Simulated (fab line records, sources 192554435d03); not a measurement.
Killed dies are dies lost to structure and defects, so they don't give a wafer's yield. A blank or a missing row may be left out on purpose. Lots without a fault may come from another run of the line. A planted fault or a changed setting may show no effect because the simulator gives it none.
Split-lot experiment | flow n5_finfet | 7 lots, 21 wafers read, on a route of 1938 steps

THE SPLIT
At N5_BEOL_M6_COAT_22 (resist thk 30 nm), the setting spin_rpm was moved away from the recipe's 1500 rpm on 5 of the 21 wafers read, by -6.6% to +9.3%. The other wafers ran this setting at the recipe's value.

The reading is taken at the split's own step.

THE READING
CAR-EUV_of_BEOL_M6_COAT_22.thk_nm (the simulator's own value, which no gauge read), in nm, at N5_BEOL_M6_COAT_22 (resist thk 30 nm). The file gives no usual value for it. The 16 wafers here that ran the recipe average 30.0 nm, standard deviation 0.12 nm.

wafer  | tool, chamber at the split | spin_rpm as run, rpm | against the recipe | CAR-EUV_of_BEOL_M6_COAT_22.thk_nm, nm | against lot-mates on the recipe
L076.1 | litho_track-05, 0          | 1500                 | recipe             | 30.2                                  | -
L076.4 | litho_track-05, 0          | 1401                 | -6.6%              | 31.2                                  | +1.1
L076.6 | litho_track-05, 0          | 1500                 | recipe             | 30                                    | -
L079.1 | litho_track-02, 0          | 1634                 | +8.9%              | 28.6                                  | -1.4
L079.3 | litho_track-02, 0          | 1500                 | recipe             | 30                                    | -
L079.6 | litho_track-02, 0          | 1500                 | recipe             | 30                                    | -
L080.1 | litho_track-02, 0          | 1500                 | recipe             | 29.8                                  | -
L080.3 | litho_track-02, 0          | 1500                 | recipe             | 30                                    | -
L080.4 | litho_track-02, 0          | 1445                 | -3.7%              | 30.4                                  | +0.5
L082.2 | litho_track-02, 0          | 1500                 | recipe             | 30                                    | -
L082.3 | litho_track-02, 0          | 1500                 | recipe             | 30                                    | -
L082.5 | litho_track-02, 0          | 1500                 | recipe             | 30                                    | -
L086.2 | litho_track-03, 0          | 1500                 | recipe             | 29.8                                  | -
L086.3 | litho_track-03, 0          | 1500                 | recipe             | 29.8                                  | -
L086.5 | litho_track-03, 0          | 1500                 | recipe             | 29.8                                  | -
L089.2 | litho_track-02, 0          | 1639                 | +9.3%              | 28.8                                  | -1.4
L089.6 | litho_track-02, 0          | 1639                 | +9.3%              | 28.8                                  | -1.4
L089.4 | litho_track-02, 0          | 1500                 | recipe             | 30.2                                  | -
L090.1 | litho_track-02, 0          | 1500                 | recipe             | 30                                    | -
L090.5 | litho_track-02, 0          | 1500                 | recipe             | 30                                    | -
L090.6 | litho_track-02, 0          | 1500                 | recipe             | 30                                    | -

THE FIT
A straight line over all 21 wafers: CAR-EUV_of_BEOL_M6_COAT_22.thk_nm changes by -0.143 nm for each +1% of spin_rpm; r = -0.97; the points scatter about the line by 0.14 nm.
The same after taking each lot's own level away (the mean of its wafers on the recipe; 21 wafers): -0.154 nm for each +1%; r = -1.00; scatter 0.053 nm.
On that fit, the largest move of spin_rpm shifts the reading by 1.4 nm.
The lots' own levels span 29.80 to 30.20 nm, that is 3.3 times the standard deviation above.
So the lot-to-lot level changes the slope little: the two slopes agree.
Check: with one of the wafers moved furthest among these (+9.3%) left out of the fit, the line predicts -1.44 nm for it against its lot-mates. It came out at -1.4 nm against them.

OTHER SPLITS ON THESE WAFERS
These wafers also went through other splits before the reading. Each is held against what the fit with the lots' levels taken away leaves over:
other split on the same wafers | wafers away from the commonest value | r with CAR-EUV_of_BEOL_M6_COAT_22.thk_nm (lot level and that fit taken away)
N5_BEOL_M1_ETCH_64 source_w    | 10                                   | -0.01
N5_BEOL_M1_COAT_22 spin_rpm    | 7                                    | +0.18
N5_BEOL_M2_DESCUM_16 time_s    | 7                                    | -0.13
N5_BEOL_M2_ETCH_64 source_w    | 8                                    | +0.10
N5_BEOL_M3_COAT_62 spin_rpm    | 3                                    | -0.37
N5_BEOL_M3_COAT_76 spin_rpm    | 9                                    | -0.07
N5_BEOL_M3_EXPOSE_25 dose_mj   | 6                                    | -0.20
N5_BEOL_M4_COAT_05 spin_rpm    | 6                                    | -0.07
N5_BEOL_M5_ETCH_41 source_w    | 5                                    | +0.29

THE FILE'S OWN FIT
CAR-EUV_of_BEOL_M6_COAT_22.thk_nm changes by -0.155 nm for each +1% of spin_rpm, r = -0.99.
